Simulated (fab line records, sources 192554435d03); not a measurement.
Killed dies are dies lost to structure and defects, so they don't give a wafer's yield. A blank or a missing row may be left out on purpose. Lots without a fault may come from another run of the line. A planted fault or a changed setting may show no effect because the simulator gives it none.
Split-lot experiment | flow n5_finfet | 7 lots, 21 wafers read, on a route of 1938 steps

THE SPLIT
At N5_SD_EPI_P_COAT_34 (time 60 s, resist thk 350 nm), the setting spin_rpm was moved away from the recipe's 1500 rpm on 6 of the 21 wafers read, by -8.8% to +9.7%. The other wafers ran this setting at the recipe's value.

The reading is taken at the split's own step.

THE READING
SOC_of_SD_EPI_P_COAT_34.thk_nm (the simulator's own value, which no gauge read), in nm, at N5_SD_EPI_P_COAT_34 (time 60 s, resist thk 350 nm). The file gives no usual value for it. The 15 wafers here that ran the recipe average 350.9 nm, standard deviation 0.94 nm.

wafer  | tool, chamber at the split | spin_rpm as run, rpm | against the recipe | SOC_of_SD_EPI_P_COAT_34.thk_nm, nm | against lot-mates on the recipe
L077.1 | litho_track-04, 0          | 1500                 | recipe             | 349.4                              | -
L077.2 | litho_track-04, 0          | 1500                 | recipe             | 350.6                              | -
L077.3 | litho_track-04, 0          | 1500                 | recipe             | 349.8                              | -
L078.3 | litho_track-04, 0          | 1644                 | +9.6%              | 334.8                              | no lot-mate on the recipe
L078.4 | litho_track-04, 0          | 1644                 | +9.6%              | 335                                | no lot-mate on the recipe
L078.5 | litho_track-04, 0          | 1644                 | +9.6%              | 334.6                              | no lot-mate on the recipe
L079.2 | litho_track-04, 0          | 1500                 | recipe             | 349.2                              | -
L079.4 | litho_track-04, 0          | 1500                 | recipe             | 351                                | -
L079.5 | litho_track-04, 0          | 1368                 | -8.8%              | 367.4                              | +17.3
L080.3 | litho_track-03, 0          | 1645                 | +9.7%              | 335                                | -16.4
L080.4 | litho_track-03, 0          | 1645                 | +9.7%              | 335.4                              | -16.0
L080.5 | litho_track-03, 0          | 1500                 | recipe             | 351.4                              | -
L091.4 | litho_track-03, 0          | 1500                 | recipe             | 350.8                              | -
L091.5 | litho_track-03, 0          | 1500                 | recipe             | 350.4                              | -
L091.6 | litho_track-03, 0          | 1500                 | recipe             | 350.6                              | -
L094.2 | litho_track-03, 0          | 1500                 | recipe             | 351.6                              | -
L094.3 | litho_track-03, 0          | 1500                 | recipe             | 351.4                              | -
L094.4 | litho_track-03, 0          | 1500                 | recipe             | 351.8                              | -
L095.2 | litho_track-03, 0          | 1500                 | recipe             | 352.2                              | -
L095.3 | litho_track-03, 0          | 1500                 | recipe             | 352.6                              | -
L095.5 | litho_track-03, 0          | 1500                 | recipe             | 350.8                              | -

THE FIT
A straight line over all 21 wafers: SOC_of_SD_EPI_P_COAT_34.thk_nm changes by -1.7 nm for each +1% of spin_rpm; r = -0.99; the points scatter about the line by 0.93 nm.
The same after taking each lot's own level away (the mean of its wafers on the recipe; 18 wafers): -1.77 nm for each +1%; r = -0.99; scatter 0.72 nm.
On that fit, the largest move of spin_rpm shifts the reading by 17 nm.
The lots' own levels span 349.93 to 351.87 nm, that is 2.1 times the standard deviation above.
So the lot-to-lot level changes the slope little: the two slopes agree.
Check: with one of the wafers moved furthest among these (+9.7%) left out of the fit, the line predicts -17.2 nm for it against its lot-mates. It came out at -16.4 nm against them.

OTHER SPLITS ON THESE WAFERS
These wafers also went through other splits before the reading. Each is held against what the fit with the lots' levels taken away leaves over:
other split on the same wafers          | wafers away from the commonest value | r with SOC_of_SD_EPI_P_COAT_34.thk_nm (lot level and that fit taken away)
N5_ZERO_LAYER_EXPOSE_08 dose_mj         | 7                                    | -0.35
N5_ZERO_LAYER_DEVELOP_10 develop_time_s | 10                                   | +0.31
N5_WELL_APT_COAT_02 spin_rpm            | 8                                    | -0.17
N5_FIN_SAQP_FIN_ETCH_36 icp_w           | 5                                    | +0.47
N5_FIN_CUT_COAT_18 spin_rpm             | 7                                    | -0.53
N5_SD_EPI_N_EPI_21 time_s               | 5                                    | -0.40

THE FILE'S OWN FIT
SOC_of_SD_EPI_P_COAT_34.thk_nm changes by -1.81 nm for each +1% of spin_rpm, r = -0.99.
